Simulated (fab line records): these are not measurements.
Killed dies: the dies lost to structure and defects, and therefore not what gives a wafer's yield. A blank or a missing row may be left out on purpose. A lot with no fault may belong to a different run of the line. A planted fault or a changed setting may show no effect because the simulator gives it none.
Chamber matching :: flow n5Finfet :: N5_BEOL_M5_ILD_DEP_00 on pecvd-02 has 3 sister chambers
The step deposits SiCOH lowk from DEMS/porogen, target thk 140.64 nm, time 25.9 s. 3 wafers are shown with their chamber, then 10 later ones without.

EACH WAFER AND ITS CHAMBER
wafer: L089.6
chamber: 2
heaterPowerW (W): 224

wafer: L090.3
chamber: 1
heaterPowerW (W): 247

wafer: L090.4
chamber: 0
heaterPowerW (W): 256

WAFERS WITHOUT THEIR CHAMBER
wafer: L090.6
heaterPowerW (W): 264

wafer: L091.1
heaterPowerW (W): 226

wafer: L091.5
heaterPowerW (W): 247

wafer: L091.6
heaterPowerW (W): 242

wafer: L093.1
heaterPowerW (W): 255

wafer: L093.4
heaterPowerW (W): 237

wafer: L093.6
heaterPowerW (W): 282

wafer: L097.1
heaterPowerW (W): 249

wafer: L097.5
heaterPowerW (W): 277

wafer: L097.6
heaterPowerW (W): 250

THE CHAMBER EACH PASSED THROUGH
wafer: L090.6
from the rows above: can't be placed: 0 or 1
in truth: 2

wafer: L091.1
from the rows above: can't be placed: 2 or 1
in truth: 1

wafer: L091.5
from the rows above: can't be placed: 1 or 0 or 2
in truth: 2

wafer: L091.6
from the rows above: can't be placed: 1 or 0 or 2
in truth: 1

wafer: L093.1
from the rows above: can't be placed: 0 or 1
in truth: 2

wafer: L093.4
from the rows above: can't be placed: 1 or 2 or 0
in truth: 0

wafer: L093.6
from the rows above: can't be placed: 0 or 1
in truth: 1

wafer: L097.1
from the rows above: can't be placed: 1 or 0 or 2
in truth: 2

wafer: L097.5
from the rows above: can't be placed: 0 or 1
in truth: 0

wafer: L097.6
from the rows above: can't be placed: 1 or 0 or 2
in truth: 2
Correct placement for 0 of the 10. Can't be placed from these rows: 10 (the true chamber is among the candidates in 8). Number placed wrongly: 0.
How it was worked out, from the rows above alone: a wafer's distance from a chamber is the root of the sum, over the readings, of the square of ((its reading less the chamber's mean) divided by the reading's scatter). The wafer belongs to the nearest chamber; if the next one is less than 2 further off, it can't be placed. Each chamber's mean is taken over the wafers shown for it. The scatter: root of mean squared gap, hidden wafer to nearest shown wafer, with one shown wafer a chamber.
